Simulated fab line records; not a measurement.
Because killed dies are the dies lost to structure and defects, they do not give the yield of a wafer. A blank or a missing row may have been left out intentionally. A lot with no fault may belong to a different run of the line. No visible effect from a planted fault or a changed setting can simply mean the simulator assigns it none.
Chamber matching / flow nandHarc / rieDiel-12 running NHARC_A_STAIRCASE_ETCH_169: 4 sister chambers
The step etches the open film in CH3F/O2, target depth 50 nm, time 107.1 s. 22 wafers are shown with their chamber, then 11 later ones without.

WAFERS WITH THEIR CHAMBER
wafer=L074.1; chamber=0; showerheadPlenumPTorr (Torr)=2.56; drypumpMotorCurrentA (A)=6.1; rfVppV (V)=246.0
wafer=L074.2; chamber=3; showerheadPlenumPTorr (Torr)=2.55; drypumpMotorCurrentA (A)=5.5; rfVppV (V)=246.1
wafer=L074.5; chamber=3; showerheadPlenumPTorr (Torr)=2.55; drypumpMotorCurrentA (A)=5.6; rfVppV (V)=244.9
wafer=L075.2; chamber=2; showerheadPlenumPTorr (Torr)=2.34; drypumpMotorCurrentA (A)=5.3; rfVppV (V)=241.9
wafer=L075.3; chamber=3; showerheadPlenumPTorr (Torr)=2.54; drypumpMotorCurrentA (A)=5.5; rfVppV (V)=245.7
wafer=L075.5; chamber=2; showerheadPlenumPTorr (Torr)=2.34; drypumpMotorCurrentA (A)=5.3; rfVppV (V)=242.6
wafer=L076.2; chamber=3; showerheadPlenumPTorr (Torr)=2.54; drypumpMotorCurrentA (A)=5.5; rfVppV (V)=246.8
wafer=L076.4; chamber=2; showerheadPlenumPTorr (Torr)=2.34; drypumpMotorCurrentA (A)=5.3; rfVppV (V)=240.8
wafer=L076.5; chamber=1; showerheadPlenumPTorr (Torr)=2.66; drypumpMotorCurrentA (A)=5.9; rfVppV (V)=246.3
wafer=L080.2; chamber=0; showerheadPlenumPTorr (Torr)=2.56; drypumpMotorCurrentA (A)=6.1; rfVppV (V)=245.0
wafer=L080.4; chamber=2; showerheadPlenumPTorr (Torr)=2.34; drypumpMotorCurrentA (A)=5.3; rfVppV (V)=242.5
wafer=L080.6; chamber=2; showerheadPlenumPTorr (Torr)=2.34; drypumpMotorCurrentA (A)=5.3; rfVppV (V)=242.4
wafer=L081.1; chamber=2; showerheadPlenumPTorr (Torr)=2.34; drypumpMotorCurrentA (A)=5.3; rfVppV (V)=241.5
wafer=L081.2; chamber=3; showerheadPlenumPTorr (Torr)=2.54; drypumpMotorCurrentA (A)=5.5; rfVppV (V)=246.0
wafer=L081.4; chamber=0; showerheadPlenumPTorr (Torr)=2.56; drypumpMotorCurrentA (A)=6.1; rfVppV (V)=246.9
wafer=L083.1; chamber=0; showerheadPlenumPTorr (Torr)=2.56; drypumpMotorCurrentA (A)=6.1; rfVppV (V)=244.8
wafer=L083.3; chamber=1; showerheadPlenumPTorr (Torr)=2.65; drypumpMotorCurrentA (A)=5.9; rfVppV (V)=247.8
wafer=L083.5; chamber=3; showerheadPlenumPTorr (Torr)=2.54; drypumpMotorCurrentA (A)=5.6; rfVppV (V)=246.9
wafer=L087.2; chamber=1; showerheadPlenumPTorr (Torr)=2.65; drypumpMotorCurrentA (A)=5.9; rfVppV (V)=246.6
wafer=L087.4; chamber=0; showerheadPlenumPTorr (Torr)=2.55; drypumpMotorCurrentA (A)=6.1; rfVppV (V)=247.1
wafer=L087.5; chamber=1; showerheadPlenumPTorr (Torr)=2.65; drypumpMotorCurrentA (A)=5.9; rfVppV (V)=247.2
wafer=L086.1; chamber=0; showerheadPlenumPTorr (Torr)=2.55; drypumpMotorCurrentA (A)=6.1; rfVppV (V)=246.9

SIGNATURES (means of the wafers above)
reading=showerheadPlenumPTorr; chamber 0=2.5567; chamber 1=2.6525; chamber 2=2.3400; chamber 3=2.5433; scatter within a chamber=0.00436
reading=drypumpMotorCurrentA; chamber 0=6.100; chamber 1=5.900; chamber 2=5.300; chamber 3=5.533; scatter within a chamber=0.0272
reading=rfVppV; chamber 0=246.117; chamber 1=246.975; chamber 2=241.950; chamber 3=246.067; scatter within a chamber=0.806
Rule: distance of a wafer from a chamber = root of the sum over the readings of ((wafer's reading minus chamber's mean) / reading's scatter) squared. The wafer belongs to the nearest chamber; if the next one is less than 2 further off, it can't be placed. The scatter is the square root of a quotient: the sum, over the shown wafers, of each reading's squared deviation from its chamber's mean, divided by wafers minus chambers.

WAFERS MISSING THEIR CHAMBER
wafer=L086.4; showerheadPlenumPTorr (Torr)=2.54; drypumpMotorCurrentA (A)=5.5; rfVppV (V)=247.0
wafer=L086.6; showerheadPlenumPTorr (Torr)=2.33; drypumpMotorCurrentA (A)=5.3; rfVppV (V)=240.9
wafer=L088.2; showerheadPlenumPTorr (Torr)=2.55; drypumpMotorCurrentA (A)=6.1; rfVppV (V)=246.7
wafer=L088.3; showerheadPlenumPTorr (Torr)=2.53; drypumpMotorCurrentA (A)=5.6; rfVppV (V)=245.0
wafer=L088.6; showerheadPlenumPTorr (Torr)=2.53; drypumpMotorCurrentA (A)=5.6; rfVppV (V)=245.6
wafer=L093.1; showerheadPlenumPTorr (Torr)=2.53; drypumpMotorCurrentA (A)=5.5; rfVppV (V)=245.5
wafer=L093.2; showerheadPlenumPTorr (Torr)=2.33; drypumpMotorCurrentA (A)=5.3; rfVppV (V)=242.4
wafer=L093.6; showerheadPlenumPTorr (Torr)=2.64; drypumpMotorCurrentA (A)=5.9; rfVppV (V)=248.1
wafer=L097.2; showerheadPlenumPTorr (Torr)=2.55; drypumpMotorCurrentA (A)=6.1; rfVppV (V)=245.6
wafer=L097.4; showerheadPlenumPTorr (Torr)=2.53; drypumpMotorCurrentA (A)=5.5; rfVppV (V)=244.7
wafer=L097.6; showerheadPlenumPTorr (Torr)=2.55; drypumpMotorCurrentA (A)=6.1; rfVppV (V)=245.0

EACH ONE'S CHAMBER
wafer=L086.4; from the rows above=3; in truth=3
wafer=L086.6; from the rows above=2; in truth=2
wafer=L088.2; from the rows above=0; in truth=0
wafer=L088.3; from the rows above=3; in truth=3
wafer=L088.6; from the rows above=3; in truth=3
wafer=L093.1; from the rows above=3; in truth=3
wafer=L093.2; from the rows above=2; in truth=2
wafer=L093.6; from the rows above=1; in truth=1
wafer=L097.2; from the rows above=0; in truth=0
wafer=L097.4; from the rows above=3; in truth=3
wafer=L097.6; from the rows above=0; in truth=0
Correctly placed: 11 of 11. From these rows, 0 cannot be placed. Placed wrongly: 0.
